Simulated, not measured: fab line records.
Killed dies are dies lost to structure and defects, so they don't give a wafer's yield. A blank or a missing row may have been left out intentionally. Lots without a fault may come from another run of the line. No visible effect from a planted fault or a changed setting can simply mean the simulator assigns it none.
Which tool is to blame? :: flow nandHarc :: 18 wafers from 6 lots sampled at 3 of the route's 1159 steps

## WHAT THE GAUGES SHOWED, per wafer
NHARC_P_GATE_CD_MEAS_46: the cd target is 720 nm.
lot: L386
measured: day 6 04:35
on: cdSem-02
cdNm (nm): 721.2 722.0 719.7

lot: L390
measured: day 6 20:27
on: cdSem-01
cdNm (nm): 718.1 718.0 719.0

lot: L391
measured: day 7 07:59
on: cdSem-03
cdNm (nm): 718.9 719.2 719.5

lot: L396
measured: day 8 15:32
on: cdSem-02
cdNm (nm): 718.6 718.9 720.0

lot: L397
measured: day 9 01:52
on: cdSem-02
cdNm (nm): 721.2 719.8 720.4

lot: L406
measured: day 10 21:23
on: cdSem-03
cdNm (nm): 719.3 719.8 720.4

## WHAT TOOL EACH LOT RAN ON (gives the tool, then ch and the chambers of the sampled wafers, and finally the start)
lot: L386
NHARC_P_GATE_ALD_36: aldSin-02 ch 2,3, day 5 15:56
NHARC_P_GATE_EXPOSE_43: krfScanner-02 ch 0, day 6 04:26

lot: L390
NHARC_P_GATE_ALD_36: aldSin-01 ch 0,1, day 6 11:07
NHARC_P_GATE_EXPOSE_43: krfScanner-04 ch 0, day 6 20:18

lot: L391
NHARC_P_GATE_ALD_36: aldSin-01 ch 0,1,3, day 6 21:23
NHARC_P_GATE_EXPOSE_43: krfScanner-01 ch 0, day 7 07:50

lot: L396
NHARC_P_GATE_ALD_36: aldSin-01 ch 0,1,2, day 8 04:59
NHARC_P_GATE_EXPOSE_43: krfScanner-02 ch 0, day 8 15:23

lot: L397
NHARC_P_GATE_ALD_36: aldSin-03 ch 0,3, day 8 14:37
NHARC_P_GATE_EXPOSE_43: krfScanner-01 ch 0, day 9 01:43

lot: L406
NHARC_P_GATE_ALD_36: aldSin-01 ch 0,1,3, day 10 13:02
NHARC_P_GATE_EXPOSE_43: krfScanner-01 ch 0, day 10 21:13
- NHARC_P_GATE_ALD_36: deposits SiNx, target thk 20 nm, pulse time 60 s, ald cycles 223.
- NHARC_P_GATE_EXPOSE_43: exposes mask P NSD, target cd 720 nm.

## THE ANSWER, worked out from the rows above alone
Rule: the lots themselves supply what counts as usual. Put in order of their means at a reading, lots are off if they are a third of the lots or fewer, leave a main group of 4 or more, and stand apart from it by a gap of 3 or more times the standard deviation of the main group's means; of several such gaps the widest counts. Not used: any main group whose means are identical at the precision the tables above print for the reading. Also off: a lot with no number at a reading for which 4 or more lots have one. All remaining lots with rows at the step are treated as sound.
No lot is off on any of the readings shown, so nothing can be concluded from this.

## WHAT THE SIMULATOR HAD PUT IN
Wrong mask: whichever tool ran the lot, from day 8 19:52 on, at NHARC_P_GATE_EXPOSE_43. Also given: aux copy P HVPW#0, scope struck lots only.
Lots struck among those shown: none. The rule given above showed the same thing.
